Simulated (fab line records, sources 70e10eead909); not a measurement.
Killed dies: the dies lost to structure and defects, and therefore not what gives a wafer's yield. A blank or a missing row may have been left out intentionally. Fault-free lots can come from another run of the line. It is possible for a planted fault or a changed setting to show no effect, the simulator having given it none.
Matching of chambers    flow nand harc    NHARC_P_STI_ETCH_42 on rie diel-09 has 4 sister chambers
The step etches the open film in N2/H2, target depth 80 nm, overetch 24 nm, time 61 s. 4 wafers are shown with their chamber, then 7 later ones without.

WAFERS WITH THEIR CHAMBER
wafer   chamber  rf vpp V (V)
L419.1  1        428.3
L430.5  2        428.8
L435.3  3        427.2
L435.4  0        429.7

WAFERS MISSING THEIR CHAMBER
wafer   rf vpp V (V)
L435.6  426.4
L436.1  429.3
L436.2  429.7
L436.6  427.8
L437.1  428.7
L437.2  429.3
L437.4  427.3

CHAMBER TAKEN BY EACH
wafer    from the rows above            in truth
L435.6   3                              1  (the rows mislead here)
L436.1   can't be placed: 0 or 2 or 1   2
L436.2   0                              0
L436.6   can't be placed: 1 or 3 or 2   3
L437.1   can't be placed: 2 or 1        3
L437.2   can't be placed: 0 or 2 or 1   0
L437.4   3                              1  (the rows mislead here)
Correct placement for 1 of the 7. Unplaceable from these rows: 4, with the true chamber sitting among the candidates in 3. 2 placed wrongly.
How it was worked out, from the rows above alone: a wafer's distance from a chamber is the root of the sum, over the readings, of the square of ((its reading less the chamber's mean) divided by the reading's scatter). If the next closest chamber is less than 2 further off than the closest, the wafer can't be placed; otherwise it belongs to the closest. A chamber's mean is the mean of its shown wafers. The scatter: root of mean squared gap, hidden wafer to nearest shown wafer, with one shown wafer a chamber.
